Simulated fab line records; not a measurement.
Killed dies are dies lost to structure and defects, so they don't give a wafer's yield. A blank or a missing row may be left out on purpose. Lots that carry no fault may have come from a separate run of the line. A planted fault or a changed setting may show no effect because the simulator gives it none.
Which tool did it?    flow n5 finfet    23 lots, 69 wafers sampled, at 5 steps of a route of 1938

== WHAT THE GAUGES READ, wafer by wafer ==
N5_BEOL_M3_THK_MEAS_53: measures by xrf. Usual: M3_THK 39.7 nm, standard deviation 2.
lot   measured      on             M3_THK (nm)     flag
L074  day 8 00:23   film metro-02  40.9 42.3 40.9  
L075  day 8 19:32   film metro-01  39.5 38.6 41.1  
L076  day 8 23:26   film metro-01  39.7 42.2 39.6  
L079  day 9 00:09   film metro-01  41.7 39.9 40.5  
L078  day 9 04:56   film metro-01  39.4 40.8 37.2  
L077  day 9 01:51   film metro-01  37.2 37.7 39.4  
L081  day 9 12:03   film metro-02  41.0 38.4 41.3  
L080  day 9 08:50   film metro-01  38.8 37.8 41.5  
L083  day 10 01:39  film metro-02  42.3 39.5 42.1  
L082  day 10 17:48  film metro-01  37.7 38.0 39.8  
L084  day 10 22:53  film metro-01  42.3 41.0 41.0  
L086  day 11 01:46  film metro-01  38.8 38.4 41.0  
L085  day 11 04:53  film metro-02  37.6 39.7 39.6  
L087  day 11 15:24  film metro-02  40.2 40.1 40.6  
L090  day 12 11:27  film metro-02  40.9 38.0 41.2  
L089  day 12 17:49  film metro-02  39.3 34.7 35.7  
L091  day 12 17:42  film metro-01  39.3 41.0 40.2  
L092  day 12 19:54  film metro-02  39.6 41.7 39.3  
L093  day 12 23:05  film metro-01  41.5 43.1 38.5  
L094  day 13 05:40  film metro-02  41.2 38.5 42.0  
L095  day 13 18:52  film metro-01  38.6 38.2 40.8  
L096  day 13 12:33  film metro-01  39.2 38.2 42.2  
L097  day 14 10:52  film metro-01  35.7 38.7 39.1  

== WHICH TOOL RAN EACH LOT (tool, then ch and the chambers of the sampled wafers, then the start) ==
lot   N5_BEOL_M3_ETCH_63                  N5_BEOL_M3_DESCUM_33                N5_BEOL_M3_TRENCH_ETCH_37                      N5_BEOL_M3_DEGAS_44
L074  rie diel-04 ch 1,2, day 7 12:40     rie diel-01 ch 1,2, day 7 13:38     rie diel-04 ch 0,2,3, day 7 19:22 or earlier   pvd sputter-01, day 7 19:22
L075  rie diel-04 ch 1,2,3, day 8 05:22   rie diel-01 ch 1,3, day 8 06:19     rie diel-04 ch 1,2, day 8 14:38 or earlier     pvd sputter-03, day 8 14:38
L076  rie diel-03 ch 2,3, day 8 05:34     rie diel-04 ch 0,1,3, day 8 06:31   rie diel-04 ch 0,3, day 8 20:06 or earlier     pvd sputter-03, day 8 20:06
L079  rie diel-04 ch 0,1,3, day 8 09:53   rie diel-03 ch 0,2,3, day 8 11:09   rie diel-03 ch 0,1,2, day 8 20:14 or earlier   pvd sputter-01, day 8 20:14
L078  rie diel-03 ch 2,3, day 8 10:08     rie diel-04 ch 0,1,3, day 8 11:14   rie diel-01 ch 2,3, day 9 01:16 or earlier     pvd sputter-03, day 9 01:16
L077  rie diel-01 ch 2,3, day 8 11:08     rie diel-01 ch 2,3, day 8 11:58     rie diel-01 ch 0,1,2, day 8 22:34 or earlier   pvd sputter-02, day 8 22:34
L081  rie diel-01 ch 1,2, day 8 14:23     rie diel-04 ch 0,2,3, day 8 15:20   rie diel-03 ch 0,3, day 9 08:40 or earlier     pvd sputter-03, day 9 08:40
L080  rie diel-01 ch 1,2,3, day 8 18:06   rie diel-04 ch 0,1,3, day 8 19:03   rie diel-01 ch 1,2,3, day 9 05:35 or earlier   pvd sputter-03, day 9 05:35
L083  rie diel-01 ch 1,2,3, day 9 09:47   rie diel-03 ch 1,3, day 9 10:44     rie diel-01 ch 0,2, day 9 16:54 or earlier     pvd sputter-01, day 9 16:54
L082  rie diel-04 ch 0,1,3, day 9 11:34   rie diel-04 ch 0,2,3, day 9 12:31   rie diel-04 ch 0,2,3, day 10 14:33 or earlier  pvd sputter-03, day 10 14:33
L084  rie diel-01 ch 0,1,2, day 10 03:41  rie diel-04 ch 0,2,3, day 10 04:32  rie diel-03 ch 0,1,2, day 10 19:38 or earlier  pvd sputter-03, day 10 19:38
L086  rie diel-03 ch 0,2,3, day 10 14:43  rie diel-04 ch 0,1,2, day 10 15:56  rie diel-03 ch 0,1,3, day 10 22:22 or earlier  pvd sputter-01, day 10 22:22
L085  rie diel-03 ch 0,1, day 10 18:01    rie diel-01 ch 1,2, day 10 19:04    rie diel-01 ch 0,1,2, day 11 01:41 or earlier  pvd sputter-03, day 11 01:41
L087  rie diel-01 ch 0,2, day 11 05:25    rie diel-01 ch 0,1, day 11 07:18    rie diel-01 ch 1,2, day 11 11:52 or earlier    pvd sputter-03, day 11 11:52
L090  rie diel-01 ch 0,1,2, day 11 13:05  rie diel-04 ch 2,3, day 11 13:57    rie diel-01 ch 0,1,3, day 12 07:49 or earlier  pvd sputter-02, day 12 07:49
L089  rie diel-04 ch 0,2,3, day 11 13:30  rie diel-01 ch 0,1, day 11 15:09    rie diel-01 ch 0,3, day 12 14:24 or earlier    pvd sputter-03, day 12 14:24
L091  rie diel-01 ch 0,2,3, day 11 19:50  rie diel-04 ch 1,2,3, day 11 21:33  rie diel-04 ch 0,1,3, day 12 14:26 or earlier  pvd sputter-01, day 12 14:26
L092  rie diel-01 ch 2,3, day 12 02:02    rie diel-04 ch 0,3, day 12 02:59    rie diel-01 ch 1,2, day 12 14:41 or earlier    pvd sputter-01, day 12 14:41
L093  rie diel-01 ch 0,1, day 12 02:19    rie diel-01 ch 0,1, day 12 03:43    rie diel-01 ch 1,2,3, day 12 19:39 or earlier  pvd sputter-02, day 12 19:39
L094  rie diel-04 ch 0,2,3, day 12 08:08  rie diel-01 ch 0,2, day 12 08:57    rie diel-04 ch 0,1,2, day 13 01:53 or earlier  pvd sputter-02, day 13 01:53
L095  rie diel-01 ch 1,2,3, day 12 20:02  rie diel-01 ch 0,1,2, day 12 20:56  rie diel-03 ch 0,2,3, day 13 14:19 or earlier  pvd sputter-01, day 13 14:19
L096  rie diel-04 ch 0,1, day 13 05:49    rie diel-03 ch 1,2, day 13 06:46    rie diel-01 ch 0,1,2, day 13 08:38 or earlier  pvd sputter-03, day 13 08:38
L097  rie diel-03 ch 1,3, day 13 08:25    rie diel-03 ch 2,3, day 13 09:22    rie diel-01 ch 1,3, day 14 07:41 or earlier    pvd sputter-02, day 14 07:41
- N5_BEOL_M3_ETCH_63: etches SiARC in CF4, target depth 15.6 nm, time 26 s.
- N5_BEOL_M3_DESCUM_33: chemistry O2, time 7 s.
- N5_BEOL_M3_TRENCH_ETCH_37: etches SiOC in C4F6/O2, target depth 55.555 nm, time 29.2 s.
- N5_BEOL_M3_DEGAS_44: time 60 s.

== AS READ BY THE TOOLS THEMSELVES (means over the sampled wafers that have a number; for cases with no such wafer, the mark the record gives instead) ==
N5_BEOL_M3_ETCH_63. Usual: cf4 flow sccm 100.0 sccm, standard deviation 0.36; drypump motor current A 5.5 A, standard deviation 0.46; etch rf on time s 26.1 s, standard deviation 0.94; oes product au 0.70 a.u., standard deviation 0.078; rf vpp V 183.9 V, standard deviation 1.3; showerhead plenum p Torr 2.13 Torr, standard deviation 0.076; throttle valve pct 15.59 %, standard deviation 0.23.
lot   tool         cf4 flow sccm (sccm)  drypump motor current A (A)  etch rf on time s (s)  oes product au (a.u.)  rf vpp V (V)  showerhead plenum p Torr (Torr)  throttle valve pct (%)  flag
L074  rie diel-04  100.1                 5.0                          26.6                   0.63                   182.5         2.06                             15.51                   
L075  rie diel-04  100.1                 5.6                          26.1                   0.64                   183.3         2.10                             15.62                   
L076  rie diel-03  99.7                  5.8                          25.6                   0.71                   183.0         2.12                             15.67                   
L079  rie diel-04  100.0                 5.8                          25.9                   0.71                   184.5         2.15                             15.64                   
L078  rie diel-03  100.0                 5.8                          25.8                   0.71                   184.4         2.12                             15.67                   
L077  rie diel-01  99.9                  5.5                          26.2                   0.80                   184.0         2.13                             15.28                   
L081  rie diel-01  100.0                 5.2                          27.2                   0.67                   182.8         2.07                             15.71                   
L080  rie diel-01  100.1                 5.4                          26.5                   0.73                   183.3         2.12                             15.50                   
L083  rie diel-01  100.0                 5.4                          26.3                   0.73                   183.0         2.12                             15.51                   
L082  rie diel-04  99.8                  5.8                          25.8                   0.70                   184.6         2.15                             15.66                   
L084  rie diel-01  99.8                  5.3                          26.7                   0.73                   183.3         2.13                             15.57                   
L086  rie diel-03  99.8                  5.4                          25.7                   0.72                   184.8         2.18                             15.59                   
L085  rie diel-03  100.1                 5.4                          25.7                   0.66                   183.7         2.17                             15.73                   
L087  rie diel-01  100.3                 5.4                          26.6                   0.76                   183.8         2.14                             15.38                   
L090  rie diel-01  100.1                 5.3                          26.8                   0.71                   183.6         2.13                             15.59                   
L089  rie diel-04  100.0                 5.5                          26.3                   0.66                   183.6         2.10                             15.62                   
L091  rie diel-01  100.4                 5.5                          25.7                   0.77                   184.8         2.18                             15.37                   
L092  rie diel-01  99.9                  5.6                          25.2                   0.77                   184.0         2.16                             15.31                   
L093  rie diel-01  100.1                 5.2                          27.1                   0.65                   184.0         2.12                             15.82                   
L094  rie diel-04  100.1                 5.5                          26.3                   0.64                   184.3         2.10                             15.64                   
L095  rie diel-01  99.7                  5.4                          26.2                   0.70                   183.1         2.11                             15.56                   
L096  rie diel-04  100.0                 5.5                          25.8                   0.68                   183.8         2.14                             15.71                   
L097  rie diel-03  100.0                 5.8                          25.2                   0.64                   183.5         2.11                             15.85                   

N5_BEOL_M3_DESCUM_33. Usual: drypump motor current A 5.5 A, standard deviation 0.47; oes product au 0.82 a.u., standard deviation 0.088; rf vpp V 243.0 V, standard deviation 1.3; showerhead plenum p Torr 2.08 Torr, standard deviation 0.072; throttle valve pct 20.44 %, standard deviation 0.2.
lot   tool         drypump motor current A (A)  oes product au (a.u.)  rf vpp V (V)  showerhead plenum p Torr (Torr)  throttle valve pct (%)  flag
L074  rie diel-01  5.2                          0.82                   242.9         2.01                             20.57                   
L075  rie diel-01  5.3                          0.81                   242.4         2.05                             20.53                   
L076  rie diel-04  5.8                          0.83                   243.5         2.09                             20.41                   
L079  rie diel-03  5.4                          0.85                   243.5         2.12                             20.32                   
L078  rie diel-04  5.8                          0.83                   243.0         2.09                             20.43                   
L077  rie diel-01  5.6                          0.93                   244.3         2.12                             20.14                   
L081  rie diel-04  5.5                          0.80                   243.6         2.05                             20.40                   
L080  rie diel-04  5.8                          0.82                   243.0         2.09                             20.43                   
L083  rie diel-03  5.8                          0.75                   242.3         2.07                             20.65                   
L082  rie diel-04  5.5                          0.78                   242.8         2.05                             20.40                   
L084  rie diel-04  5.5                          0.78                   242.7         2.05                             20.41                   
L086  rie diel-04  5.3                          0.80                   242.8         2.06                             20.42                   
L085  rie diel-01  5.2                          0.77                   242.5         2.00                             20.61                   
L087  rie diel-01  5.3                          0.87                   244.0         2.15                             20.55                   
L090  rie diel-04  5.3                          0.71                   241.6         2.01                             20.47                   
L089  rie diel-01  5.2                          0.79                   242.7         2.06                             20.68                   
L091  rie diel-04  5.6                          0.73                   242.8         2.04                             20.52                   
L092  rie diel-04  6.0                          0.77                   243.1         2.07                             20.46                   
L093  rie diel-01  5.2                          0.85                   243.6         2.15                             20.57                   
L094  rie diel-01  5.4                          0.88                   243.4         2.10                             20.35                   
L095  rie diel-01  5.3                          0.82                   243.2         2.08                             20.52                   
L096  rie diel-03  5.3                          0.77                   242.5         2.09                             20.51                   
L097  rie diel-03  5.5                          0.80                   243.3         2.07                             20.39                   

N5_BEOL_M3_TRENCH_ETCH_37. Usual: C4F6_flow_sccm 9.999 sccm, standard deviation 0.03; drypump motor current A 5.4 A, standard deviation 0.42; oes product au 0.83 a.u., standard deviation 0.092; rf vpp V 673 V, standard deviation 19; showerhead plenum p Torr 2.84 Torr, standard deviation 0.1; throttle valve pct 20.9 %, standard deviation 0.31.
lot   tool         C4F6_flow_sccm (sccm)  drypump motor current A (A)  oes product au (a.u.)  rf vpp V (V)  showerhead plenum p Torr (Torr)  throttle valve pct (%)  flag
L074  rie diel-04  9.995                  5.5                          0.80                   659           2.81                             20.9                    
L075  rie diel-04  9.993                  5.1                          0.73                   657           2.73                             20.7                    
L076  rie diel-04  9.987                  6.0                          0.81                   664           2.87                             21.1                    
L079  rie diel-03  9.999                  5.2                          0.82                   661           2.90                             20.8                    
L078  rie diel-01  9.992                  5.5                          0.92                   685           2.82                             20.5                    
L077  rie diel-01  9.996                  5.3                          0.87                   688           2.84                             20.8                    
L081  rie diel-03  10.019                 5.4                          0.89                   659           2.94                             20.8                    
L080  rie diel-01  10.020                 5.4                          0.86                   675           2.82                             20.8                    
L083  rie diel-01  9.994                  5.3                          0.94                   696           2.91                             20.6                    
L082  rie diel-04  9.966                  5.5                          0.78                   659           2.81                             20.9                    
L084  rie diel-03  10.020                 5.2                          0.80                   660           2.89                             20.9                    
L086  rie diel-03  9.980                  5.6                          0.81                   664           2.87                             20.9                    
L085  rie diel-01  10.003                 5.3                          0.85                   689           2.83                             20.9                    
L087  rie diel-01  9.979                  5.3                          0.82                   691           2.75                             20.8                    
L090  rie diel-01  9.989                  5.4                          0.84                   671           2.88                             20.9                    
L089  rie diel-01  10.003                 5.5                          0.89                   663           2.94                             20.6                    
L091  rie diel-04  9.984                  5.8                          0.79                   671           2.85                             21.0                    
L092  rie diel-01  10.009                 5.4                          0.80                   693           2.75                             20.9                    
L093  rie diel-01  9.961                  5.4                          0.82                   675           2.80                             20.9                    
L094  rie diel-04  10.029                 5.2                          0.76                   666           2.79                             20.9                    
L095  rie diel-03  9.984                  5.4                          0.83                   658           2.89                             20.9                    
L096  rie diel-01  10.019                 5.3                          0.82                   688           2.82                             20.9                    
L097  rie diel-01  10.005                 5.3                          0.76                   665           2.80                             21.2                    

N5_BEOL_M3_DEGAS_44. Usual: heater power w reads 332 W (standard deviation 34).
lot   tool            heater power w (W)  flag
L074  pvd sputter-01  320                 
L075  pvd sputter-03  324                 
L076  pvd sputter-03  328                 
L079  pvd sputter-01  372                 
L078  pvd sputter-03  322                 
L077  pvd sputter-02  308                 
L081  pvd sputter-03  322                 
L080  pvd sputter-03  327                 
L083  pvd sputter-01  350                 
L082  pvd sputter-03  327                 
L084  pvd sputter-03  329                 
L086  pvd sputter-01  369                 
L085  pvd sputter-03  327                 
L087  pvd sputter-03  319                 
L090  pvd sputter-02  349                 
L089  pvd sputter-03  333                 
L091  pvd sputter-01  334                 
L092  pvd sputter-01  346                 
L093  pvd sputter-02  303                 
L094  pvd sputter-02  320                 
L095  pvd sputter-01  326                 
L096  pvd sputter-03  335                 
L097  pvd sputter-02  333                 

== THE ANSWER, worked out from the rows above alone ==
Rule: lot off if the mean of its wafers having a number is beyond 3 standard deviations from the usual mean. Also off: a lot with no number at a reading for which 4 or more lots have one. Where the step has rows for the other lots, those lots are counted as sound. The gauges are gone through in route order, then the tools' own readings, and for those a lot's mean is taken as printed above. At the first step where some lot is off, the reading lying furthest off is the one used; lots without a number count as furthest.
Nothing can be told from this: no lot is off at any reading shown.

== WHAT THE SIMULATOR HAD PUT IN ==
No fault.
